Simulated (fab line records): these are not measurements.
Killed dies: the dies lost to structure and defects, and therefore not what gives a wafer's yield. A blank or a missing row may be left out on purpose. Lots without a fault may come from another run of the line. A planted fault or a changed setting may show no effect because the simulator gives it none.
A lot that was struck, set against a sound lot :: flow nandHarc :: 39 out of 1302 route steps
Sound: these wafers, L508.2, L508.3, L508.6. Wafers struck: L509.3, L509.4, L509.5. Last of all comes the cause.
Order at every step that has rows: each side's tool, ch and its chambers, its first start. Under that, the readings that differ: sound wafers :: struck wafers :: difference of the means :: sigmas: that difference in standard deviations of wafers without a fault.
alike: words and numbers the same on both sides, and readings whose means are apart by under 2 such deviations; not compared: readings that were withheld, readings missing a value for some wafer, numbers with overlapping values and no deviation given by the record, and bounds like >300 which may hide the same value.
Wherever a step has rows on one side only, a row that says differs or no value, or a row with sigmas, the two part there. Numbers that have no deviation but don't overlap get no sigmas and don't part them. A reading missing from all wafers of one side parts the sides only when that side holds two or more wafers.

first, 2 steps without rows for these wafers: NHARC_THIN_TSV_ETCH_44 (etches the open film in CF4/O2, target depth 1594.2 nm, time 797.1 s); NHARC_THIN_TSV_ETCH_15 (target depth 3000 nm, bosch target overetch cycles 2, bosch etch step 2.8 s).
NHARC_THIN_TSV_CD_MEAS_16:
  struck on cdSem-03, day 27 17:17; sound on cdSem-01, day 26 05:59
  alike: cdNm
then, 5 steps without rows for these wafers: NHARC_THIN_TSV_STRIP_45 (strips in O2); NHARC_THIN_TSV_STRIP_46 (strips in post etch residue remover, time 1200 s); NHARC_THIN_TSV_DEP_47 (deposits SiO2, target thk 200 nm); NHARC_THIN_TSV_ETCHBACK_48 (etches the open film in C4F8/Ar, target depth 1028.5 nm, time 405.17 s); NHARC_THIN_TSV_STRIP_62 (strips in N2/H2, time 20 s).
NHARC_THIN_TSV_DEGAS_49: time 120 s.
  struck on pvdSputter-03, day 27 19:10; sound on pvdSputter-01, day 26 08:13
  alike: heaterPowerW, susceptorTempC
NHARC_THIN_TSV_PRE_CLEAN_50: time 30 s.
  sound on pvdSputter-01; struck on pvdSputter-03
  alike: heaterPowerW, susceptorTempC
then, 2 steps without rows for these wafers: NHARC_THIN_TSV_PVD_19 (deposits TaN, target thk 20 nm); NHARC_THIN_TSV_PVD_51 (deposits Cu, target thk 100 nm).
NHARC_THIN_TSV_ECD_20: material Cu, target thk 2000 nm.
  sound on ecdCu-02 ch 0,1, day 26 08:47; struck on ecdCu-02 ch 0,1, day 27 19:48
NHARC_THIN_TSV_ANNEAL_52: time 90 s.
  sound on rtpAnneal-02 ch 0, day 26 09:28; struck on rtpAnneal-01 ch 0, day 27 20:26
  alike: wafer_temp_C_max
NHARC_THIN_TSV_CMP_21: polishes, t overpolish 30 s, target thk 2000 nm.
  sound on cmp-01 ch 0,3, day 26 09:46; struck on cmp-02 ch 0,1,3, day 27 20:44
  alike: motorCurrentA, overpolishRunS
then, 13 steps without rows for these wafers: NHARC_THIN_TSV_SRD_23; NHARC_THIN_TSV_DEGAS_53 (time 60 s); NHARC_THIN_TSV_PRE_CLEAN_54 (time 30 s); NHARC_THIN_TSV_PVD_55 (deposits TiN, target thk 50 nm); NHARC_THIN_TSV_PVD_24 (deposits Al, target thk 800 nm); NHARC_THIN_TSV_DEHYDRATE_25 (time 120 s); NHARC_THIN_TSV_HMDS_26 (time 30 s); NHARC_THIN_TSV_COAT_27; NHARC_THIN_TSV_SOFTBAKE_28 (time 95 s); NHARC_THIN_TSV_EBR_29; NHARC_THIN_TSV_EXPOSE_30 (exposes mask PAD); NHARC_THIN_TSV_PEB_31 (peb time 85 s); NHARC_THIN_TSV_DEVELOP_32 (time 70 s).
NHARC_THIN_TSV_CD_MEAS_33: target cd 5000 nm.
  sound on cdSem-03 ch 0, day 26 11:14; struck on cdSem-03 ch 0, day 27 22:17
  alike: cdNm
then, 4 steps without rows for these wafers: NHARC_THIN_TSV_HARDBAKE_34 (time 80 s); NHARC_THIN_TSV_DESCUM_35 (chemistry O2, time 3 s); NHARC_THIN_TSV_ETCH_59 (etches the open film in Cl2/BCl3, target depth 880 nm, time 138.1 s); NHARC_THIN_TSV_ETCH_36 (etches the open film in Cl2/BCl3, target depth 65 nm, time 18.571 s).
NHARC_THIN_TSV_STRIP_56: strips in O2.
  sound on plasmaAsher-02 ch 0,1, day 26 12:10; struck on plasmaAsher-02 ch 0,1, day 27 23:16
  alike: drypumpMotorCurrentA, heaterPowerW
  not compared: rfHoursCounterH
then, 1 step without rows for these wafers: NHARC_THIN_TSV_STRIP_57 (strips in post etch residue remover, time 1200 s).
NHARC_THIN_TSV_CD_MEAS_37:
  struck on cdSem-01, day 27 23:58; sound on cdSem-03, day 26 12:58
  alike: cdNm
then, 1 step without rows for these wafers: NHARC_THIN_TSV_ANNEAL_58 (time 1800 s).
NHARC_END_WLT_00:
  struck on prober-02, day 28 03:55; sound on prober-02, day 26 18:08
reading: VT_DECK1_BOTTOM
sound: 0.888 0.875 0.883
struck: 0.867 0.860 0.865
difference: -0.018
sigmas: -2

reading: VT_DECK1_MIDDLE
sound: 0.900 0.895 0.895
struck: 0.883 0.885 0.876
difference: -0.015
sigmas: -2

reading: VT_DECK1_MIDDLE_INNER
sound: 0.901 0.896 0.899
struck: 0.877 0.876 0.874
difference: -0.023
sigmas: -3

reading: VT_DECK1_TOP
sound: 0.916 0.910 0.910
struck: 0.904 0.889 0.891
difference: -0.017
sigmas: -2

reading: VT_DECK1_TOP_INNER
sound: 0.909 0.910 0.908
struck: 0.897 0.891 0.882
difference: -0.019
sigmas: -3
  alike: VT_DECK1_BOTTOM_INNER, VT_DECK1_MEDIAN_NEAR_BOTTOM, VT_DECK1_MEDIAN_NEAR_BOTTOM_INNER, VT_DECK2_BOTTOM, VT_DECK2_BOTTOM_INNER, VT_DECK2_MEDIAN_NEAR_BOTTOM, VT_DECK2_MEDIAN_NEAR_BOTTOM_INNER, VT_DECK2_MIDDLE, VT_DECK2_MIDDLE_INNER, VT_DECK2_TOP, VT_DECK2_TOP_INNER
NHARC_END_SORT_01:
  only the struck wafers appear in the record here, on prober-02 ch 0 at day 28 07:29; the sound ones have no rows

## WHERE THEY PART
Last at NHARC_END_SORT_01 as far as this record goes, first at NHARC_END_WLT_00.

WHY: whatever the simulator had introduced
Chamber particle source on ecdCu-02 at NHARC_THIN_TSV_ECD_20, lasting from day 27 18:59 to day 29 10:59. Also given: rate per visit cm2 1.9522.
